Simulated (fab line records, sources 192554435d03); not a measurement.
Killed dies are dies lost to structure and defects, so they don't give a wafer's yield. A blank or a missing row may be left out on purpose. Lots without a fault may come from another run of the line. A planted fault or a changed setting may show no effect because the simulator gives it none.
fab line records | flow n5_finfet | part 2 of 2: steps 17 to 27 of 27
record lots=5 wafers=15 last_day=17
route steps=1938 shown MOL_CONTACT_COAG@530
lots that met no fault: from a run of the same line without faults
start_h: hours from the record's first day to the start of the lot's first wafer shown | wait_h: hours since the lot's step before | " the same as in the row above | L1.1+2: a row that stands for several wafers | - no value, or no start given | * or withheld: withheld | < > ~ a bound
route shown NAME@n: a module of which the file shows steps, and the number in the route of the first | usual: mean/standard deviation of fault-free wafers | same: alike in all rows | chamber/n: place in a boat | sites: the reading at each site | _std_site: their standard deviation | _edge_site: outer sites' mean less inner sites' | radius_mm: how far each site lies from the wafer's centre | mask NAME#n: copy n | behind: the tool/chamber that last shaped the wafer | hold: why the lot was held/for how many hours/how that ended | device: the transistor (n, p or np) that didn't switch | end of line: the same wafers' tests at the end of the route | a step without rows: its recipe alone | killed: dies lost to structure and defects at the first sort, not the wafer's yield | map: a wafer's dies, x killed, . not, _ none there
set.NAME: the setting as run; set.NAME@STEP: as run at that earlier step | model.NAME: the simulator's own value behind a step, which no gauge read
lots at some steps of the route; a table a step, a row a wafer
services: from which hour (start_h, from the record's first day; less than 0 if before it) a tool's chamber was out of use, for how many hours, and why
## steps
# step N5_MOL_CONTACT_COAG_PRE_CLEAN_141
# recipe gas=H2/He time_s=60 temp_c=300
# usual heater_power_w=439/23
# columns lot.wafer tool chamber start_h wait_h heater_power_w
L076.1 pvd_sputter-02 - 107.08 1.0 421
L076.2 " - " " 402
L076.3 " - " " 462
L078.2 pvd_sputter-03 - 115.34 1.0 421
L078.3 " - " " 426
L078.5 " - " " 418
L086.2 pvd_sputter-02 - 163.09 2.5 455
L086.5 " - " " 463
L086.6 " - " " 447
L090.3 pvd_sputter-01 - 196.21 1.0 424
L090.4 " - " " 452
L090.6 " - " " 454
L095.1 pvd_sputter-02 - 219.91 0.9 465
L095.4 " - " " 411
L095.5 " - " " 380
# step N5_MOL_CONTACT_COAG_SPUTTER_143
# recipe material=Co target_thk_a=25 temp_c=25 chamber_pressure_pa=0.2
# usual throttle_valve_pct=29.5/0.83
# columns lot.wafer tool chamber start_h wait_h throttle_valve_pct
L076.1 pvd_sputter-02 - 107.14 0.0 29.0
L076.2 " - " " 30.1
L076.3 " - " " 29.8
L078.2 pvd_sputter-03 - 115.40 0.0 29.1
L078.3 " - " " 30.0
L078.5 " - " " 29.1
L086.2 pvd_sputter-02 - 163.15 0.0 29.8
L086.5 " - " " 29.5
L086.6 " - " " 29.8
L090.3 pvd_sputter-01 - 196.27 0.0 27.7
L090.4 " - " " 28.7
L090.6 " - " " 28.9
L095.1 pvd_sputter-02 - 219.97 0.0 29.9
L095.4 " - " " 29.1
L095.5 " - " " 29.9
# step N5_MOL_CONTACT_COAG_CO_FILL_22
# recipe material=Co target_thk_a=200 temp_c=200 precursor=CCTBA/H2 pressure_torr=30
# usual heater_power_w=223/18
# columns lot.wafer tool chamber start_h wait_h heater_power_w
L076.1 cvd_co-02 2 107.26 0.1 196
L076.2 " 1 " " 240
L076.3 " 0 " " 206
L078.2 cvd_co-02 2 115.53 0.1 198
L078.3 " 2 " " 196
L078.5 " 2 " " 200
L086.2 cvd_co-01 1 163.27 0.1 231
L086.5 " 1 " " 229
L086.6 " 2 " " 252
L090.3 cvd_co-01 1 196.39 0.1 225
L090.4 " 1 " " 227
L090.6 " 2 " " 247
L095.1 cvd_co-02 2 220.09 0.1 196
L095.4 " 1 " " 231
L095.5 " 2 " " 198
# step N5_MOL_CONTACT_COAG_ANNEAL_113
# recipe temp_c=400 time_s=300 ambient=H2/N2
# usual lamp_power_pct=2.512/0.012 lamp_zone_5_pct=2.512/0.012 wafer_temp_C_max=402.7/0.59
# columns lot.wafer tool chamber start_h wait_h lamp_power_pct lamp_zone_5_pct wafer_temp_C_max
L076.1 rtp_anneal-02 0 107.88 0.3 2.502 2.500 402.8
L076.2 " 0 " " 2.499 2.502 403.1
L076.3 " 0 " " 2.498 2.501 403.8
L078.2 rtp_anneal-01 0 116.58 0.8 2.525 2.519 401.9
L078.3 " 0 " " 2.524 2.521 401.8
L078.5 " 0 " " 2.520 2.524 401.9
L086.2 rtp_anneal-01 0 164.04 0.5 2.519 2.524 401.5
L086.5 " 0 " " 2.524 2.524 403.4
L086.6 " 0 " " 2.520 2.524 402.5
L090.3 rtp_anneal-02 0 197.46 0.8 2.497 2.499 403.4
L090.4 " 0 " " 2.502 2.501 402.7
L090.6 " 0 " " 2.498 2.501 402.7
L095.1 rtp_anneal-01 0 220.70 0.3 2.518 2.526 402.3
L095.4 " 0 " " 2.528 2.526 403.2
L095.5 " 0 " " 2.525 2.521 402.0
# step N5_MOL_CONTACT_COAG_PRE_CLEAN_142
# recipe gas=H2/He time_s=60 temp_c=300
# usual heater_power_w=439/23
# columns lot.wafer tool chamber start_h wait_h heater_power_w
L076.1 pvd_sputter-03 - 109.44 1.4 443
L076.2 " - " " 481
L076.3 " - " " 438
L078.2 pvd_sputter-02 - 117.43 0.7 383
L078.3 " - " " 407
L078.5 " - " " 466
L086.2 pvd_sputter-01 - 165.25 1.1 457
L086.5 " - " " 443
L086.6 " - " " 421
L090.3 pvd_sputter-02 - 200.86 3.3 467
L090.4 " - " " 396
L090.6 " - " " 457
L095.1 pvd_sputter-03 - 221.64 0.8 417
L095.4 " - " " 430
L095.5 " - " " 432
# step N5_MOL_CONTACT_COAG_SPUTTER_130
# recipe material=Co target_thk_a=475 temp_c=25 chamber_pressure_pa=0.5 power_w=3000
# usual throttle_valve_pct=29.5/0.92
# columns lot.wafer tool chamber start_h wait_h throttle_valve_pct
L076.1 pvd_sputter-03 - 109.50 0.0 29.5
L076.2 " - " " 29.1
L076.3 " - " " 29.4
L078.2 pvd_sputter-02 - 117.49 0.0 29.8
L078.3 " - " " 28.9
L078.5 " - " " 29.3
L086.2 pvd_sputter-01 - 165.31 0.0 28.9
L086.5 " - " " 31.6
L086.6 " - " " 28.2
L090.3 pvd_sputter-02 - 200.92 0.0 29.5
L090.4 " - " " 29.7
L090.6 " - " " 29.7
L095.1 pvd_sputter-03 - 221.70 0.0 29.1
L095.4 " - " " 29.7
L095.5 " - " " 30.2
# step N5_MOL_CONTACT_COAG_PRECLEAN_125
# recipe chemistry=DIW time_s=57.5 temp_c=23
# columns lot.wafer tool chamber start_h wait_h
L076.1+2+3 wet_bench-06 0,5,4 109.63 0.1
L078.2+3+5 wet_bench-02 7,0,2 117.62 0.1
L086.2+5+6 wet_bench-06 1,4,6 165.44 0.1
L090.3+4+6 wet_bench-05 0,7,5 201.05 0.1
L095.1+4+5 wet_bench-06 4,0,3 221.83 0.1
# step N5_MOL_CONTACT_COAG_SRD_126
# recipe dry_time_s=32 dry=n2_spin spin_rpm=1500
# columns lot.wafer tool chamber start_h wait_h
L076.1+2+3 wet_bench-06 0,5,4 109.65 0.0
L078.2+3+5 wet_bench-02 7,0,2 117.64 0.0
L086.2+5+6 wet_bench-06 1,4,6 165.46 0.0
L090.3+4+6 wet_bench-05 0,7,5 201.07 0.0
L095.1+4+5 wet_bench-06 4,0,3 221.85 0.0
# step N5_MOL_CONTACT_COAG_CMP_23
# recipe stop_on=SiO2 t_overpolish_s=1.5 post_cmp_clean=cu_alkaline down_force_psi=2 platen_rpm=50.289 pad_velocity_m_s=1.0006 target_thk_nm=0
# usual motor_current_A=8.3/0.95 overpolish_run_s=1.500/0.0089 pad_life_wafers=1244/590 time_to_endpoint_s=10.1/1.8
# columns lot.wafer tool chamber start_h wait_h motor_current_A overpolish_run_s pad_life_wafers time_to_endpoint_s
L076.2 cmp-01 0 109.81 0.1 9.6 1.497 900 7.5
L076.3 " 2 " " 9.9 1.502 902 10.6
L076.1 " 3 " " 7.5 1.510 903 8.0
L078.3 cmp-02 3 117.68 0.0 8.8 1.520 414 11.1
L078.2 " 0 " " 6.9 1.502 415 13.5
L078.5 " 0 " " 7.4 1.512 - 10.0
L086.2 cmp-02 0 165.60 0.1 7.6 1.497 777 12.0
L086.6 " 1 " " 9.7 1.491 - 8.1
L086.5 " 2 " " 6.8 1.488 - 10.1
L090.4 cmp-01 1 201.10 0.0 7.7 1.516 1806 10.3
L090.3 " 0 " " 9.1 1.504 1809 9.5
L090.6 " 1 " " 7.4 1.492 - 11.8
L095.4 cmp-01 0 221.95 0.1 9.0 1.500 1988 10.7
L095.1 " 1 " " 7.5 1.502 1989 7.3
L095.5 " 2 " " 10.1 1.495 - 10.6
# step N5_MOL_CONTACT_COAG_WET_ETCH_26
# recipe target=Co target_depth_nm=13
# columns lot.wafer tool chamber start_h wait_h
L076.1+2+3 wet_bench-06 5,2,6 110.16 0.0
L078.2+3+5 wet_bench-06 5,3,7 118.03 0.0
L086.2+5+6 wet_bench-05 5,2,6 165.84 0.0
L090.3+4+6 wet_bench-06 5,6,7 201.45 0.0
L095.1+4+5 wet_bench-02 0,6,5 222.23 0.0
# step N5_MOL_CONTACT_COAG_WET_ETCH_116
# recipe chemistry=SC1-inhibited target_depth_nm=4.6 dry=ipa_marangoni rinse_time_s=30 rinse_temp_c=23
# columns lot.wafer tool chamber start_h wait_h
L076.1+2+3 wet_bench-06 5,2,6 110.31 0.0
L078.2+3+5 wet_bench-06 5,3,7 118.18 0.0
L086.2+5+6 wet_bench-05 5,2,6 165.99 0.0
L090.3+4+6 wet_bench-06 5,6,7 201.60 0.0
L095.1+4+5 wet_bench-02 0,6,5 222.38 0.0
## services
# columns tool chamber start_h hours kind
implanter-01 - 89.64 1.1 repair
rie_diel-01 2 95.82 - clean
rie_diel-01 2 95.82 - consumable_replace:focus_ring
rie_diel-01 2 95.82 - consumable_replace:showerhead
rie_diel-01 2 95.82 15.9 scheduled_down
rie_diel-01 2 95.82 15.9 vent_cycle
cvd_co-01 - 100.62 0.5 repair
pvd_sputter-03 - 104.26 1.1 repair
cmp-02 - 105.47 11.0 pm
rie_diel-01 1 105.60 1.4 repair
rtp_anneal-02 - 108.78 0.8 pm
rie_diel-04 2 110.93 - clean
rie_diel-04 2 110.93 - consumable_replace:focus_ring
rie_diel-04 2 110.93 15.2 scheduled_down
rie_diel-04 2 110.93 15.2 vent_cycle
rie_diel-04 1 120.61 9.8 repair
cmp-01 - 122.32 0.2 repair
cvd_co-01 - 148.84 0.6 repair
cmp-01 - 171.22 0.3 repair
rie_diel-02 0 180.49 4.4 repair
ald_metal-01 2 181.99 29.3 repair
cmp-02 - 184.44 0.7 repair
implanter-02 - 195.13 3.1 pm
rie_diel-02 - 220.78 2.3 repair
